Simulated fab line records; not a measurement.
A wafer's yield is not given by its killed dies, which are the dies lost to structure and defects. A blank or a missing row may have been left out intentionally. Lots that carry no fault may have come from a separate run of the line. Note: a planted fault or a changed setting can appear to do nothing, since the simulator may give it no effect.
fab line records / flow n5-finfet
[record] lots = 12 wafers = 32 last-day = 19
route steps=1938 shown HKMG_FIN@435 BEOL_M15@1819 MIM_TOP@1837 PASSIVATION@1936
lots with no fault: from the same line, run without faults
start-h: hours from the record's opening day to when the first of the lot's shown wafers began / wait-h: how many hours have passed since the lot's step before this one / " as in the row above / L1.1+2: a row that stands for several wafers / - no value, or no start given / * or withheld: withheld / < > ~ a bound
route shown NAME@n: NAME is a module with steps in the file, n the number in the route of the first one / usual: the fault-free wafers' mean and standard deviation / same: alike in all rows / chamber/n: place in a boat / sites: the reading at each site / _std_site: the standard deviation of these / _edge_site: the outer-site mean with the inner-site mean subtracted / radius-mm: how far each site lies from the wafer's centre / mask NAME#n: copy n / behind: the last tool/chamber to shape the wafer / hold: cause of the lot's hold/its duration in hours/its outcome / device: transistor that didn't switch, given as n, p or np / end of line: the same wafers' tests at the end of the route / where a step has no rows: the recipe by itself / killed: count of dies lost to structure and defects at first sort (not the wafer's yield) / map: a wafer's dies, x killed, . not, _ none there
set.NAME: the setting as run; set.NAME@STEP: as run at that earlier step / model.NAME: the simulator's own value behind a step, which no gauge read
steps of the route over a sample of lots; a table a step, a row a wafer
services: when a tool's chamber went out of use (start-h, in hours from the record's first day, below 0 if earlier), for how many hours, and the reason
[[steps]]
[step N5_HKMG_FIN_ETCH_32]
[recipe] chemistry = N2/H2 target = SOC target-depth-a = 2400 temp-c = 40 time-s = 300 ion-energy-ev = 200 mask-material = SiARC pressure-mtorr = 30 source-w = 840 bias-w = 150 n2-flow-sccm = 200 h2-flow-sccm = 200
[usual] drypump-motor-current-A = 5.5/0.51 oes-product-au = 0.77/0.088 rf-fwd-power-W = 838.6/2.9 rf-vpp-V = 524.9/2 showerhead-plenum-p-Torr = 2.58/0.067 throttle-valve-pct = 17.9/0.33
lot.wafer=L218.1 tool=rie-diel-06 chamber=2 start-h=79.81 wait-h=0.0 drypump-motor-current-A=5.4 oes-product-au=0.70 rf-fwd-power-W=839.4 rf-hours-counter-h=230 rf-vpp-V=527.2 showerhead-plenum-p-Torr=2.60 throttle-valve-pct=17.8
lot.wafer=L218.5 tool=rie-diel-06 chamber=0 start-h=79.81 wait-h=0.0 drypump-motor-current-A=5.3 oes-product-au=0.76 rf-fwd-power-W=840.0 rf-hours-counter-h=- rf-vpp-V=526.7 showerhead-plenum-p-Torr=2.64 throttle-valve-pct=17.9
lot.wafer=L218.6 tool=rie-diel-06 chamber=3 start-h=79.81 wait-h=0.0 drypump-motor-current-A=4.8 oes-product-au=0.98 rf-fwd-power-W=837.6 rf-hours-counter-h=- rf-vpp-V=524.5 showerhead-plenum-p-Torr=2.50 throttle-valve-pct=17.3
lot.wafer=L219.2 tool=rie-diel-02 chamber=1 start-h=86.23 wait-h=0.0 drypump-motor-current-A=5.7 oes-product-au=0.80 rf-fwd-power-W=840.7 rf-hours-counter-h=101 rf-vpp-V=525.1 showerhead-plenum-p-Torr=2.58 throttle-valve-pct=18.2
lot.wafer=L219.5 tool=rie-diel-02 chamber=3 start-h=86.23 wait-h=0.0 drypump-motor-current-A=5.3 oes-product-au=0.70 rf-fwd-power-W=839.6 rf-hours-counter-h=- rf-vpp-V=526.2 showerhead-plenum-p-Torr=2.61 throttle-valve-pct=18.0
lot.wafer=L219.6 tool=rie-diel-02 chamber=2 start-h=86.23 wait-h=0.0 drypump-motor-current-A=5.1 oes-product-au=0.75 rf-fwd-power-W=841.2 rf-hours-counter-h=- rf-vpp-V=525.8 showerhead-plenum-p-Torr=2.67 throttle-valve-pct=18.3
lot.wafer=L220.4 tool=rie-diel-06 chamber=0 start-h=94.60 wait-h=0.0 drypump-motor-current-A=5.3 oes-product-au=0.75 rf-fwd-power-W=843.3 rf-hours-counter-h=148 rf-vpp-V=526.9 showerhead-plenum-p-Torr=2.64 throttle-valve-pct=17.9
lot.wafer=L220.5 tool=rie-diel-06 chamber=3 start-h=94.60 wait-h=0.0 drypump-motor-current-A=4.8 oes-product-au=0.96 rf-fwd-power-W=838.8 rf-hours-counter-h=- rf-vpp-V=522.0 showerhead-plenum-p-Torr=2.50 throttle-valve-pct=17.3
lot.wafer=L220.6 tool=rie-diel-06 chamber=2 start-h=94.60 wait-h=0.0 drypump-motor-current-A=5.4 oes-product-au=0.68 rf-fwd-power-W=840.0 rf-hours-counter-h=- rf-vpp-V=525.8 showerhead-plenum-p-Torr=2.60 throttle-valve-pct=17.8
lot.wafer=L223.1 tool=rie-diel-02 chamber=1 start-h=106.41 wait-h=0.0 drypump-motor-current-A=5.7 oes-product-au=0.79 rf-fwd-power-W=834.4 rf-hours-counter-h=108 rf-vpp-V=525.9 showerhead-plenum-p-Torr=2.57 throttle-valve-pct=18.2
lot.wafer=L223.3 tool=rie-diel-02 chamber=3 start-h=106.41 wait-h=0.0 drypump-motor-current-A=5.3 oes-product-au=0.69 rf-fwd-power-W=840.2 rf-hours-counter-h=223 rf-vpp-V=526.0 showerhead-plenum-p-Torr=2.61 throttle-valve-pct=18.1
lot.wafer=L223.4 tool=rie-diel-02 chamber=0 start-h=106.41 wait-h=0.0 drypump-motor-current-A=6.2 oes-product-au=0.71 rf-fwd-power-W=840.3 rf-hours-counter-h=192 rf-vpp-V=527.8 showerhead-plenum-p-Torr=2.63 throttle-valve-pct=18.2
lot.wafer=L224.3 tool=rie-diel-02 chamber=1 start-h=110.18 wait-h=0.0 drypump-motor-current-A=5.7 oes-product-au=0.79 rf-fwd-power-W=834.2 rf-hours-counter-h=110 rf-vpp-V=524.6 showerhead-plenum-p-Torr=2.57 throttle-valve-pct=18.2
lot.wafer=L224.4 tool=rie-diel-02 chamber=0 start-h=110.18 wait-h=0.0 drypump-motor-current-A=6.2 oes-product-au=0.71 rf-fwd-power-W=834.7 rf-hours-counter-h=193 rf-vpp-V=525.4 showerhead-plenum-p-Torr=2.63 throttle-valve-pct=18.2
lot.wafer=L224.5 tool=rie-diel-02 chamber=0 start-h=110.18 wait-h=0.0 drypump-motor-current-A=6.2 oes-product-au=0.71 rf-fwd-power-W=838.9 rf-hours-counter-h=- rf-vpp-V=528.1 showerhead-plenum-p-Torr=2.63 throttle-valve-pct=18.2
lot.wafer=L225.2 tool=rie-diel-02 chamber=1 start-h=116.08 wait-h=0.0 drypump-motor-current-A=5.8 oes-product-au=0.79 rf-fwd-power-W=835.6 rf-hours-counter-h=113 rf-vpp-V=523.7 showerhead-plenum-p-Torr=2.57 throttle-valve-pct=18.2
lot.wafer=L225.3 tool=rie-diel-02 chamber=2 start-h=116.08 wait-h=0.0 drypump-motor-current-A=5.1 oes-product-au=0.73 rf-fwd-power-W=836.2 rf-hours-counter-h=172 rf-vpp-V=527.2 showerhead-plenum-p-Torr=2.67 throttle-valve-pct=18.3
lot.wafer=L225.5 tool=rie-diel-02 chamber=2 start-h=116.08 wait-h=0.0 drypump-motor-current-A=5.1 oes-product-au=0.73 rf-fwd-power-W=838.6 rf-hours-counter-h=- rf-vpp-V=526.8 showerhead-plenum-p-Torr=2.67 throttle-valve-pct=18.3
lot.wafer=L226.2 tool=rie-diel-02 chamber=2 start-h=121.53 wait-h=0.0 drypump-motor-current-A=5.1 oes-product-au=0.73 rf-fwd-power-W=843.4 rf-hours-counter-h=173 rf-vpp-V=525.0 showerhead-plenum-p-Torr=2.67 throttle-valve-pct=18.3
lot.wafer=L226.3 tool=rie-diel-02 chamber=3 start-h=121.53 wait-h=0.0 drypump-motor-current-A=5.3 oes-product-au=0.69 rf-fwd-power-W=834.5 rf-hours-counter-h=229 rf-vpp-V=526.2 showerhead-plenum-p-Torr=2.60 throttle-valve-pct=18.1
lot.wafer=L226.6 tool=rie-diel-02 chamber=2 start-h=121.53 wait-h=0.0 drypump-motor-current-A=5.1 oes-product-au=0.74 rf-fwd-power-W=840.3 rf-hours-counter-h=- rf-vpp-V=526.7 showerhead-plenum-p-Torr=2.67 throttle-valve-pct=18.3
lot.wafer=L230.1 tool=rie-diel-02 chamber=3 start-h=151.49 wait-h=0.0 drypump-motor-current-A=5.3 oes-product-au=0.68 rf-fwd-power-W=837.7 rf-hours-counter-h=241 rf-vpp-V=524.7 showerhead-plenum-p-Torr=2.60 throttle-valve-pct=18.1
lot.wafer=L230.3 tool=rie-diel-02 chamber=1 start-h=151.49 wait-h=0.0 drypump-motor-current-A=5.8 oes-product-au=0.77 rf-fwd-power-W=844.8 rf-hours-counter-h=125 rf-vpp-V=524.0 showerhead-plenum-p-Torr=2.57 throttle-valve-pct=18.2
lot.wafer=L234.1 tool=rie-diel-02 chamber=2 start-h=169.80 wait-h=0.0 drypump-motor-current-A=5.1 oes-product-au=0.72 rf-fwd-power-W=836.0 rf-hours-counter-h=191 rf-vpp-V=525.9 showerhead-plenum-p-Torr=2.66 throttle-valve-pct=18.3
lot.wafer=L234.2 tool=rie-diel-02 chamber=3 start-h=169.80 wait-h=0.0 drypump-motor-current-A=5.3 oes-product-au=0.67 rf-fwd-power-W=838.8 rf-hours-counter-h=247 rf-vpp-V=525.3 showerhead-plenum-p-Torr=2.60 throttle-valve-pct=18.1
lot.wafer=L234.6 tool=rie-diel-02 chamber=2 start-h=169.80 wait-h=0.0 drypump-motor-current-A=5.1 oes-product-au=0.72 rf-fwd-power-W=835.5 rf-hours-counter-h=- rf-vpp-V=527.2 showerhead-plenum-p-Torr=2.66 throttle-valve-pct=18.3
lot.wafer=L237.5 tool=rie-diel-06 chamber=1 start-h=189.44 wait-h=0.1 drypump-motor-current-A=6.5 oes-product-au=0.83 rf-fwd-power-W=846.3 rf-hours-counter-h=- rf-vpp-V=524.5 showerhead-plenum-p-Torr=2.59 throttle-valve-pct=17.6
lot.wafer=L237.6 tool=rie-diel-06 chamber=2 start-h=189.44 wait-h=0.1 drypump-motor-current-A=5.4 oes-product-au=0.96 rf-fwd-power-W=840.3 rf-hours-counter-h=- rf-vpp-V=524.6 showerhead-plenum-p-Torr=2.59 throttle-valve-pct=17.6
lot.wafer=L238.2 tool=rie-diel-06 chamber=0 start-h=196.89 wait-h=0.0 drypump-motor-current-A=5.3 oes-product-au=0.72 rf-fwd-power-W=836.7 rf-hours-counter-h=182 rf-vpp-V=526.4 showerhead-plenum-p-Torr=2.62 throttle-valve-pct=18.0
lot.wafer=L238.5 tool=rie-diel-06 chamber=0 start-h=196.89 wait-h=0.0 drypump-motor-current-A=5.3 oes-product-au=0.73 rf-fwd-power-W=834.6 rf-hours-counter-h=- rf-vpp-V=526.0 showerhead-plenum-p-Torr=2.63 throttle-valve-pct=18.0
lot.wafer=L241.4 tool=rie-diel-05 chamber=1 start-h=214.04 wait-h=0.1 drypump-motor-current-A=4.9 oes-product-au=0.67 rf-fwd-power-W=840.6 rf-hours-counter-h=- rf-vpp-V=522.6 showerhead-plenum-p-Torr=2.53 throttle-valve-pct=17.7
lot.wafer=L241.5 tool=rie-diel-05 chamber=0 start-h=214.04 wait-h=0.1 drypump-motor-current-A=6.3 oes-product-au=0.76 rf-fwd-power-W=838.9 rf-hours-counter-h=- rf-vpp-V=520.5 showerhead-plenum-p-Torr=2.42 throttle-valve-pct=17.5
[step N5_BEOL_M15_SPUTTER_43]
[recipe] material = TaN target-thk-a = 150 temp-c = 50 bias-v = 168.6 power-w = 15000 chamber-pressure-pa = 0.12 time-s = 24.19
[usual] bias-v = 168.4/1.5 cathode-dc-power-W = 15000/2.7 throttle-valve-pct = 30.3/0.74
lot.wafer=L218.1 tool=pvd-sputter-02 chamber=- start-h=269.97 wait-h=0.0 bias-v=167.8 cathode-dc-power-W=14998 throttle-valve-pct=29.7
lot.wafer=L218.5 tool=pvd-sputter-02 chamber=- start-h=269.97 wait-h=0.0 bias-v=168.5 cathode-dc-power-W=14998 throttle-valve-pct=30.6
lot.wafer=L218.6 tool=pvd-sputter-02 chamber=- start-h=269.97 wait-h=0.0 bias-v=170.2 cathode-dc-power-W=14999 throttle-valve-pct=30.3
lot.wafer=L219.2 tool=pvd-sputter-02 chamber=- start-h=290.13 wait-h=0.0 bias-v=170.3 cathode-dc-power-W=14999 throttle-valve-pct=29.9
lot.wafer=L219.5 tool=pvd-sputter-02 chamber=- start-h=290.13 wait-h=0.0 bias-v=167.4 cathode-dc-power-W=15000 throttle-valve-pct=29.5
lot.wafer=L219.6 tool=pvd-sputter-02 chamber=- start-h=290.13 wait-h=0.0 bias-v=167.3 cathode-dc-power-W=14997 throttle-valve-pct=30.7
lot.wafer=L220.4 tool=pvd-sputter-02 chamber=- start-h=290.57 wait-h=0.0 bias-v=166.0 cathode-dc-power-W=15000 throttle-valve-pct=29.7
lot.wafer=L220.5 tool=pvd-sputter-02 chamber=- start-h=290.57 wait-h=0.0 bias-v=168.1 cathode-dc-power-W=15005 throttle-valve-pct=30.5
lot.wafer=L220.6 tool=pvd-sputter-02 chamber=- start-h=290.57 wait-h=0.0 bias-v=169.4 cathode-dc-power-W=15002 throttle-valve-pct=29.8
lot.wafer=L223.1 tool=pvd-sputter-02 chamber=- start-h=296.54 wait-h=0.0 bias-v=167.6 cathode-dc-power-W=14998 throttle-valve-pct=31.9
lot.wafer=L223.3 tool=pvd-sputter-02 chamber=- start-h=296.54 wait-h=0.0 bias-v=169.1 cathode-dc-power-W=14995 throttle-valve-pct=30.1
lot.wafer=L223.4 tool=pvd-sputter-02 chamber=- start-h=296.54 wait-h=0.0 bias-v=165.4 cathode-dc-power-W=14998 throttle-valve-pct=29.8
lot.wafer=L224.3 tool=pvd-sputter-01 chamber=- start-h=310.85 wait-h=0.0 bias-v=168.7 cathode-dc-power-W=14998 throttle-valve-pct=31.3
lot.wafer=L224.4 tool=pvd-sputter-01 chamber=- start-h=310.85 wait-h=0.0 bias-v=169.9 cathode-dc-power-W=15003 throttle-valve-pct=30.2
lot.wafer=L224.5 tool=pvd-sputter-01 chamber=- start-h=310.85 wait-h=0.0 bias-v=169.2 cathode-dc-power-W=15003 throttle-valve-pct=29.9
lot.wafer=L225.2 tool=pvd-sputter-01 chamber=- start-h=311.30 wait-h=0.0 bias-v=171.1 cathode-dc-power-W=15002 throttle-valve-pct=31.0
lot.wafer=L225.3 tool=pvd-sputter-01 chamber=- start-h=311.30 wait-h=0.0 bias-v=167.7 cathode-dc-power-W=14999 throttle-valve-pct=30.6
lot.wafer=L225.5 tool=pvd-sputter-01 chamber=- start-h=311.30 wait-h=0.0 bias-v=167.8 cathode-dc-power-W=14999 throttle-valve-pct=30.9
lot.wafer=L226.2 tool=pvd-sputter-02 chamber=- start-h=334.00 wait-h=0.0 bias-v=168.8 cathode-dc-power-W=15004 throttle-valve-pct=29.9
lot.wafer=L226.3 tool=pvd-sputter-02 chamber=- start-h=334.00 wait-h=0.0 bias-v=168.9 cathode-dc-power-W=15003 throttle-valve-pct=29.9
lot.wafer=L226.6 tool=pvd-sputter-02 chamber=- start-h=334.00 wait-h=0.0 bias-v=167.9 cathode-dc-power-W=15000 throttle-valve-pct=30.1
lot.wafer=L230.1 tool=pvd-sputter-03 chamber=- start-h=347.07 wait-h=0.0 bias-v=166.5 cathode-dc-power-W=14999 throttle-valve-pct=30.2
lot.wafer=L230.3 tool=pvd-sputter-03 chamber=- start-h=347.07 wait-h=0.0 bias-v=169.0 cathode-dc-power-W=15000 throttle-valve-pct=29.3
lot.wafer=L234.1 tool=pvd-sputter-03 chamber=- start-h=376.69 wait-h=0.0 bias-v=168.4 cathode-dc-power-W=15001 throttle-valve-pct=29.7
lot.wafer=L234.2 tool=pvd-sputter-03 chamber=- start-h=376.69 wait-h=0.0 bias-v=170.3 cathode-dc-power-W=14995 throttle-valve-pct=30.2
lot.wafer=L234.6 tool=pvd-sputter-03 chamber=- start-h=376.69 wait-h=0.0 bias-v=169.2 cathode-dc-power-W=15007 throttle-valve-pct=29.9
lot.wafer=L237.5 tool=pvd-sputter-03 chamber=- start-h=395.67 wait-h=0.0 bias-v=168.1 cathode-dc-power-W=14999 throttle-valve-pct=29.8
lot.wafer=L237.6 tool=pvd-sputter-03 chamber=- start-h=395.67 wait-h=0.0 bias-v=171.0 cathode-dc-power-W=15001 throttle-valve-pct=29.1
lot.wafer=L238.2 tool=pvd-sputter-01 chamber=- start-h=412.46 wait-h=0.0 bias-v=167.3 cathode-dc-power-W=14996 throttle-valve-pct=29.0
lot.wafer=L238.5 tool=pvd-sputter-01 chamber=- start-h=412.46 wait-h=0.0 bias-v=169.2 cathode-dc-power-W=14996 throttle-valve-pct=31.0
lot.wafer=L241.4 tool=pvd-sputter-01 chamber=- start-h=430.70 wait-h=0.0 bias-v=171.3 cathode-dc-power-W=14999 throttle-valve-pct=31.0
lot.wafer=L241.5 tool=pvd-sputter-01 chamber=- start-h=430.70 wait-h=0.0 bias-v=169.3 cathode-dc-power-W=15001 throttle-valve-pct=29.9
[step N5_BEOL_M15_ANNEAL_48]
[recipe] temp-c = 225 time-s = 90 ambient = N2
[usual] wafer_temp_C_max = 226.2/0.52
lot.wafer=L218.1 tool=rtp-anneal-01 chamber=0 start-h=270.49 wait-h=0.2 wafer_temp_C_max=225.9
lot.wafer=L218.5 tool=rtp-anneal-01 chamber=0 start-h=270.49 wait-h=0.2 wafer_temp_C_max=226.0
lot.wafer=L218.6 tool=rtp-anneal-01 chamber=0 start-h=270.49 wait-h=0.2 wafer_temp_C_max=225.9
lot.wafer=L219.2 tool=rtp-anneal-02 chamber=0 start-h=290.70 wait-h=0.2 wafer_temp_C_max=226.1
lot.wafer=L219.5 tool=rtp-anneal-02 chamber=0 start-h=290.70 wait-h=0.2 wafer_temp_C_max=226.8
lot.wafer=L219.6 tool=rtp-anneal-02 chamber=0 start-h=290.70 wait-h=0.2 wafer_temp_C_max=226.3
lot.wafer=L220.4 tool=rtp-anneal-01 chamber=0 start-h=291.46 wait-h=0.5 wafer_temp_C_max=226.3
lot.wafer=L220.5 tool=rtp-anneal-01 chamber=0 start-h=291.46 wait-h=0.5 wafer_temp_C_max=226.0
lot.wafer=L220.6 tool=rtp-anneal-01 chamber=0 start-h=291.46 wait-h=0.5 wafer_temp_C_max=225.9
lot.wafer=L223.1 tool=rtp-anneal-02 chamber=0 start-h=297.07 wait-h=0.2 wafer_temp_C_max=226.1
lot.wafer=L223.3 tool=rtp-anneal-02 chamber=0 start-h=297.07 wait-h=0.2 wafer_temp_C_max=226.6
lot.wafer=L223.4 tool=rtp-anneal-02 chamber=0 start-h=297.07 wait-h=0.2 wafer_temp_C_max=226.6
lot.wafer=L224.3 tool=rtp-anneal-02 chamber=0 start-h=311.56 wait-h=0.3 wafer_temp_C_max=226.7
lot.wafer=L224.4 tool=rtp-anneal-02 chamber=0 start-h=311.56 wait-h=0.3 wafer_temp_C_max=226.4
lot.wafer=L224.5 tool=rtp-anneal-02 chamber=0 start-h=311.56 wait-h=0.3 wafer_temp_C_max=227.2
lot.wafer=L225.2 tool=rtp-anneal-01 chamber=0 start-h=311.95 wait-h=0.3 wafer_temp_C_max=225.8
lot.wafer=L225.3 tool=rtp-anneal-01 chamber=0 start-h=311.95 wait-h=0.3 wafer_temp_C_max=225.8
lot.wafer=L225.5 tool=rtp-anneal-01 chamber=0 start-h=311.95 wait-h=0.3 wafer_temp_C_max=225.7
lot.wafer=L226.2 tool=rtp-anneal-01 chamber=0 start-h=334.76 wait-h=0.4 wafer_temp_C_max=225.5
lot.wafer=L226.3 tool=rtp-anneal-01 chamber=0 start-h=334.76 wait-h=0.4 wafer_temp_C_max=226.0
lot.wafer=L226.6 tool=rtp-anneal-01 chamber=0 start-h=334.76 wait-h=0.4 wafer_temp_C_max=225.8
lot.wafer=L230.1 tool=rtp-anneal-02 chamber=0 start-h=347.87 wait-h=0.4 wafer_temp_C_max=226.6
lot.wafer=L230.3 tool=rtp-anneal-02 chamber=0 start-h=347.87 wait-h=0.4 wafer_temp_C_max=226.4
lot.wafer=L234.1 tool=rtp-anneal-02 chamber=0 start-h=377.85 wait-h=0.8 wafer_temp_C_max=227.0
lot.wafer=L234.2 tool=rtp-anneal-02 chamber=0 start-h=377.85 wait-h=0.8 wafer_temp_C_max=226.8
lot.wafer=L234.6 tool=rtp-anneal-02 chamber=0 start-h=377.85 wait-h=0.8 wafer_temp_C_max=226.8
lot.wafer=L237.5 tool=rtp-anneal-02 chamber=0 start-h=396.34 wait-h=0.2 wafer_temp_C_max=227.4
lot.wafer=L237.6 tool=rtp-anneal-02 chamber=0 start-h=396.34 wait-h=0.2 wafer_temp_C_max=226.3
lot.wafer=L238.2 tool=rtp-anneal-02 chamber=0 start-h=413.32 wait-h=0.5 wafer_temp_C_max=227.0
lot.wafer=L238.5 tool=rtp-anneal-02 chamber=0 start-h=413.32 wait-h=0.5 wafer_temp_C_max=226.3
lot.wafer=L241.4 tool=rtp-anneal-01 chamber=0 start-h=431.35 wait-h=0.2 wafer_temp_C_max=225.9
lot.wafer=L241.5 tool=rtp-anneal-01 chamber=0 start-h=431.35 wait-h=0.2 wafer_temp_C_max=225.8
[step N5_MIM_TOP_DEGAS_04]
[recipe] ambient = vacuum temp-c = 300 time-s = 60
[usual] heater-power-w = 468/55
lot.wafer=L218.1 tool=pvd-sputter-01 chamber=- start-h=275.84 wait-h=- heater-power-w=579
lot.wafer=L218.5 tool=pvd-sputter-01 chamber=- start-h=275.84 wait-h=- heater-power-w=457
lot.wafer=L218.6 tool=pvd-sputter-01 chamber=- start-h=275.84 wait-h=- heater-power-w=500
lot.wafer=L219.2 tool=pvd-sputter-01 chamber=- start-h=293.61 wait-h=- heater-power-w=453
lot.wafer=L219.5 tool=pvd-sputter-01 chamber=- start-h=293.61 wait-h=- heater-power-w=452
lot.wafer=L219.6 tool=pvd-sputter-01 chamber=- start-h=293.61 wait-h=- heater-power-w=581
lot.wafer=L220.4 tool=pvd-sputter-02 chamber=- start-h=293.82 wait-h=- heater-power-w=488
lot.wafer=L220.5 tool=pvd-sputter-02 chamber=- start-h=293.82 wait-h=- heater-power-w=407
lot.wafer=L220.6 tool=pvd-sputter-02 chamber=- start-h=293.82 wait-h=- heater-power-w=384
lot.wafer=L223.1 tool=pvd-sputter-01 chamber=- start-h=302.41 wait-h=- heater-power-w=582
lot.wafer=L223.3 tool=pvd-sputter-01 chamber=- start-h=302.41 wait-h=- heater-power-w=451
lot.wafer=L223.4 tool=pvd-sputter-01 chamber=- start-h=302.41 wait-h=- heater-power-w=489
lot.wafer=L224.3 tool=pvd-sputter-02 chamber=- start-h=314.84 wait-h=- heater-power-w=402
lot.wafer=L224.4 tool=pvd-sputter-02 chamber=- start-h=314.84 wait-h=- heater-power-w=524
lot.wafer=L224.5 tool=pvd-sputter-02 chamber=- start-h=314.84 wait-h=- heater-power-w=529
lot.wafer=L225.2 tool=pvd-sputter-01 chamber=- start-h=317.20 wait-h=- heater-power-w=586
lot.wafer=L225.3 tool=pvd-sputter-01 chamber=- start-h=317.20 wait-h=- heater-power-w=507
lot.wafer=L225.5 tool=pvd-sputter-01 chamber=- start-h=317.20 wait-h=- heater-power-w=451
lot.wafer=L226.2 tool=pvd-sputter-01 chamber=- start-h=339.18 wait-h=- heater-power-w=419
lot.wafer=L226.3 tool=pvd-sputter-01 chamber=- start-h=339.18 wait-h=- heater-power-w=458
lot.wafer=L226.6 tool=pvd-sputter-01 chamber=- start-h=339.18 wait-h=- heater-power-w=418
lot.wafer=L230.1 tool=pvd-sputter-01 chamber=- start-h=352.14 wait-h=- heater-power-w=587
lot.wafer=L230.3 tool=pvd-sputter-01 chamber=- start-h=352.14 wait-h=- heater-power-w=432
lot.wafer=L234.1 tool=pvd-sputter-01 chamber=- start-h=383.00 wait-h=- heater-power-w=450
lot.wafer=L234.2 tool=pvd-sputter-01 chamber=- start-h=383.00 wait-h=- heater-power-w=426
lot.wafer=L234.6 tool=pvd-sputter-01 chamber=- start-h=383.00 wait-h=- heater-power-w=452
lot.wafer=L237.5 tool=pvd-sputter-02 chamber=- start-h=400.30 wait-h=- heater-power-w=474
lot.wafer=L237.6 tool=pvd-sputter-02 chamber=- start-h=400.30 wait-h=- heater-power-w=522
lot.wafer=L238.2 tool=pvd-sputter-02 chamber=- start-h=417.30 wait-h=- heater-power-w=410
lot.wafer=L238.5 tool=pvd-sputter-02 chamber=- start-h=417.30 wait-h=- heater-power-w=403
lot.wafer=L241.4 tool=pvd-sputter-02 chamber=- start-h=437.22 wait-h=- heater-power-w=532
lot.wafer=L241.5 tool=pvd-sputter-02 chamber=- start-h=437.22 wait-h=- heater-power-w=392
[step N5_PASSIVATION_PROBE_49]
[usual] defect-limited-yield = 91.3/1.4 killed_at_M0_to_M3 = 36/10 killed_at_M4_up = 13/5.4 killed-at-contacts = 12/5.3 killed-at-front-end = 39/10 killed-at-other = 3.2/2.7 killed-dies = 103/16 killed-open = 68/13 killed-short = 33/6.6 sort_bin_4_leakage = 0.01/0.031 sort_bin_5_function = 5.1/0.92 sort_bin_6_memory = 3.3/0.68 sort_bin_8_speed = 0.1/0.41 sort-n-pass = 1077/17 sort-yield-pct = 91.2/1.4
[same] gross-dies = 1180 killed-at-back-side = 0
lot.wafer=L234.1 tool=prober-02 chamber=- start-h=395.68 wait-h=0.4 defect-limited-yield[%]=78.5 killed_at_M0_to_M3=26 killed_at_M4_up=17 killed-at-contacts=10 killed-at-front-end=199 killed-at-other=2 killed-dies=254 killed-open=58 killed-short=33 sort_bin_4_leakage[%]=0 sort_bin_5_function[%]=11.9 sort_bin_6_memory[%]=4.6 sort_bin_8_speed[%]=0 sort-n-pass=926 sort-yield-pct[%]=78.5
lot.wafer=L234.2 tool=prober-02 chamber=- start-h=395.73 wait-h=0.4 defect-limited-yield[%]=86.0 killed_at_M0_to_M3=26 killed_at_M4_up=7 killed-at-contacts=7 killed-at-front-end=125 killed-at-other=0 killed-dies=165 killed-open=48 killed-short=19 sort_bin_4_leakage[%]=0 sort_bin_5_function[%]=8.6 sort_bin_6_memory[%]=2.5 sort_bin_8_speed[%]=0 sort-n-pass=1015 sort-yield-pct[%]=86.0
lot.wafer=L234.6 tool=prober-02 chamber=- start-h=395.93 wait-h=0.6 defect-limited-yield[%]=80.9 killed_at_M0_to_M3=17 killed_at_M4_up=10 killed-at-contacts=7 killed-at-front-end=191 killed-at-other=0 killed-dies=225 killed-open=44 killed-short=15 sort_bin_4_leakage[%]=0 sort_bin_5_function[%]=10.3 sort_bin_6_memory[%]=3.8 sort_bin_8_speed[%]=0 sort-n-pass=955 sort-yield-pct[%]=80.9
// killed by level:class
L234.1 HKMG_FIN:unspecified=162 FIN_SAQP:geometric-particle:short=13 BEOL_M4:geometric-particle:open=10 MOL_CONTACT_COAG:geometric-particle:open=9 BEOL_M3:geometric-particle:open=9 BEOL_M1:geometric-particle:open=6 FIN_SAQP:geometric-particle:open=5 BEOL_M3:geometric-particle:short=4
L234.2 HKMG_FIN:unspecified=95 BEOL_M3:geometric-particle:open=10 MOL_CONTACT_COAG:geometric-particle:open=7 BEOL_M1:geometric-particle:open=6 FIN_SAQP:geometric-particle:open=5 ILD0:geometric-particle:short=5 STI_FIN_REVEAL:geometric-particle:short=4 DUMMY_GATE:geometric-particle:open=4
L234.6 HKMG_FIN:unspecified=164 BEOL_M1:geometric-particle:open=10 MOL_CONTACT_COAG:geometric-particle:open=7 FIN_SAQP:geometric-particle:short=5 DUMMY_GATE:geometric-particle:open=4 BEOL_M4:geometric-particle:open=3 BEOL_M8:geometric-particle:open=3 FIN_SAQP:geometric-particle:open=2
[[services]]
tool=pvd-sputter-01 chamber=- start-h=55.98 hours=5.2 kind=repair
tool=pvd-sputter-03 chamber=- start-h=68.31 hours=24.3 kind=repair
tool=pvd-sputter-01 chamber=- start-h=79.04 hours=1.6 kind=repair
tool=rtp-anneal-01 chamber=- start-h=83.50 hours=4.2 kind=pm
tool=rie-diel-06 chamber=3 start-h=89.22 hours=5.0 kind=repair
tool=rie-diel-05 chamber=1 start-h=121.32 hours=1.8 kind=repair
tool=pvd-sputter-02 chamber=- start-h=146.23 hours=1.1 kind=repair
tool=rie-diel-06 chamber=1 start-h=173.12 hours=2.4 kind=repair
tool=rie-diel-06 chamber=0 start-h=174.16 hours=8.3 kind=repair
tool=rie-diel-02 chamber=3 start-h=177.94 hours=- kind=clean
tool=rie-diel-05 chamber=3 start-h=211.18 hours=8.2 kind=repair
tool=rie-diel-05 chamber=1 start-h=231.51 hours=7.3 kind=repair
tool=rie-diel-02 chamber=0 start-h=271.52 hours=9.9 kind=repair
tool=rie-diel-02 chamber=3 start-h=287.60 hours=16.7 kind=repair
tool=rtp-anneal-02 chamber=- start-h=323.08 hours=4.7 kind=pm
tool=rie-diel-02 chamber=1 start-h=334.26 hours=5.1 kind=repair
tool=pvd-sputter-01 chamber=- start-h=367.25 hours=3.0 kind=repair
tool=rie-diel-05 chamber=2 start-h=374.65 hours=24.2 kind=repair
tool=pvd-sputter-03 chamber=- start-h=385.93 hours=7.3 kind=repair
tool=rie-diel-05 chamber=2 start-h=401.37 hours=11.0 kind=repair
tool=rie-diel-02 chamber=3 start-h=401.91 hours=5.7 kind=repair
tool=rie-diel-05 chamber=2 start-h=413.41 hours=9.1 kind=repair
tool=rie-diel-06 chamber=3 start-h=415.78 hours=14.3 kind=repair
tool=rie-diel-05 chamber=- start-h=434.45 hours=2.8 kind=pm
[[key]]
[first-sign] step = N5_PASSIVATION_PROBE_49 reading = killed-at-front-end direction = up sigmas = 13 usual = 39 struck = 172
[effect] step = N5_PASSIVATION_PROBE_49 reading = defect-limited-yield direction = down sigmas = 6.9 usual = 91.3 struck = 81.8
[more-kills-born-at] N5_HKMG_FIN_ETCH_32@rie-diel-02 = 421
met-at N5_HKMG_FIN_ETCH_32
struck-lots L234
not-acting-at N5_BEOL_M15_SPUTTER_43,N5_BEOL_M15_ANNEAL_48,N5_MIM_TOP_DEGAS_04
onset-between 151.49 169.80
[fault] kind = chamber-particle-source tool = rie-diel-02 chamber = - onset-h = 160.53 steps = N5_HKMG_FIN_ETCH_32 rate-per-visit-cm2 = 2.2166 until-the-next-wet-clean = True
